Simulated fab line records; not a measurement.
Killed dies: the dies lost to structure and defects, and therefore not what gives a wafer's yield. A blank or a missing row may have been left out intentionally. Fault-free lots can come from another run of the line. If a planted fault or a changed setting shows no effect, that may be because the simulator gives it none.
Commonality check across tools | flow n5_finfet | 24 wafers sampled across 8 lots

## WHY THIS WAS OPENED
At N5_BEOL_M7_OCD_MEAS_38 the reading trench_depth_nm is flagged on 2 of 8 lots. Fault-free wafers read 93.6 nm, with a standard deviation of 1.6.
Rule: a lot is flagged in two cases, either no wafer of it has a number, or all its wafers with numbers fall more than 4 standard deviations from that mean. The other lots count as sound.

lot  | measured     | on     | trench_depth_nm (nm), wafer by wafer | flag
L945 | day 10 07:41 | ocd-01 | 0.1 0 0.3                            | FLAGGED
L946 | day 10 11:26 | ocd-02 | 0 0.3 0.7                            | FLAGGED
L955 | day 12 21:00 | ocd-02 | 94.5 95.1 94.2                       |
L956 | day 13 04:19 | ocd-02 | 93.2 94.7 93.9                       |
L957 | day 13 19:24 | ocd-01 | 94.1 95.5 94.7                       |
L958 | day 13 19:37 | ocd-01 | 89.9 95.0 94.2                       |
L959 | day 14 05:58 | ocd-02 | 95.0 94.6 92.9                       |
L962 | day 14 21:08 | ocd-01 | 92.4 93.7 93.5                       |
On average the flagged lots' numbers are 0.2 nm, which is -93.4 nm against the usual, or -58 standard deviations.

## LOT BY LOT: THE TOOL USED
Before the reading, the record contains 3 process steps out of a 1938-step route. Read each cell as the tool, then ch plus the chambers that the sampled wafers visited, then the start.
lot  | flag    | N5_BEOL_M7_ETCH_61                 | N5_BEOL_M7_ETCH_62                 | N5_BEOL_M7_TRENCH_ETCH_37
L945 | FLAGGED | rie_diel-06 ch 1,2,3, day 10 04:52 | rie_diel-06 ch 1,2,3, day 10 04:55 | rie_diel-05 ch 0,3, day 10 07:31
L946 | FLAGGED | rie_diel-02 ch 1,2,3, day 10 09:56 | rie_diel-02 ch 1,2,3, day 10 09:59 | rie_diel-02 ch 1,2,3, day 10 11:17
L955 |         | rie_diel-06 ch 0,1,3, day 12 19:22 | rie_diel-06 ch 0,1,3, day 12 19:26 | rie_diel-05 ch 0,2, day 12 20:50
L956 |         | rie_diel-05 ch 0,1, day 13 01:23   | rie_diel-05 ch 0,1, day 13 01:27   | rie_diel-02 ch 1,2,3, day 13 04:10
L957 |         | rie_diel-02 ch 0,1,2, day 13 17:33 | rie_diel-02 ch 0,1,2, day 13 17:37 | rie_diel-02 ch 0,3, day 13 19:14
L958 |         | rie_diel-06 ch 1,3, day 13 17:51   | rie_diel-06 ch 1,3, day 13 17:54   | rie_diel-06 ch 0,1,3, day 13 19:25
L959 |         | rie_diel-05 ch 1,2, day 13 23:52   | rie_diel-05 ch 1,2, day 13 23:55   | rie_diel-02 ch 0,1,2, day 14 05:48
L962 |         | rie_diel-06 ch 0,2,3, day 14 18:47 | rie_diel-06 ch 0,2,3, day 14 18:50 | rie_diel-02 ch 0,2, day 14 20:59
What is done by these steps:
- N5_BEOL_M7_ETCH_61: etches SiARC in CF4, target depth 45.5 nm, time 75.8 s.
- N5_BEOL_M7_ETCH_62: etches SOC in N2/H2, target depth 110 nm, overetch 22 nm, time 165 s.
- N5_BEOL_M7_TRENCH_ETCH_37: etches SiCOH lowk in C4F6/O2, target depth 93.478 nm, time 31.2 s.
- N5_BEOL_M7_OCD_MEAS_38

## FLAGGED AGAINST TOTAL, ONE TOOL AT A TIME (gauges that did the reading follow at the end)
step                      | tool        | lots run | flagged | share of the flagged lots | sound lots run after its first flagged lot
N5_BEOL_M7_ETCH_61        | rie_diel-02 | 2        | 1       | some                      | 1 (L957)
N5_BEOL_M7_ETCH_61        | rie_diel-05 | 2        | 0       | none                      | -
N5_BEOL_M7_ETCH_61        | rie_diel-06 | 4        | 1       | some                      | 3 (L955,L958,L962)
N5_BEOL_M7_ETCH_62        | rie_diel-02 | 2        | 1       | some                      | 1 (L957)
N5_BEOL_M7_ETCH_62        | rie_diel-05 | 2        | 0       | none                      | -
N5_BEOL_M7_ETCH_62        | rie_diel-06 | 4        | 1       | some                      | 3 (L955,L958,L962)
N5_BEOL_M7_TRENCH_ETCH_37 | rie_diel-02 | 5        | 1       | some                      | 4 (L956,L957,L959,L962)
N5_BEOL_M7_TRENCH_ETCH_37 | rie_diel-05 | 2        | 1       | some                      | 1 (L955)
N5_BEOL_M7_TRENCH_ETCH_37 | rie_diel-06 | 1        | 0       | none                      | -
N5_BEOL_M7_OCD_MEAS_38    | ocd-01      | 4        | 1       | some                      | 3 (L957,L958,L962)
N5_BEOL_M7_OCD_MEAS_38    | ocd-02      | 4        | 1       | some                      | 3 (L955,L956,L959)

## WHAT THE TABLE PERMITS
No row of the table ran every flagged lot.

## WHAT WAS PUT IN BY THE SIMULATOR
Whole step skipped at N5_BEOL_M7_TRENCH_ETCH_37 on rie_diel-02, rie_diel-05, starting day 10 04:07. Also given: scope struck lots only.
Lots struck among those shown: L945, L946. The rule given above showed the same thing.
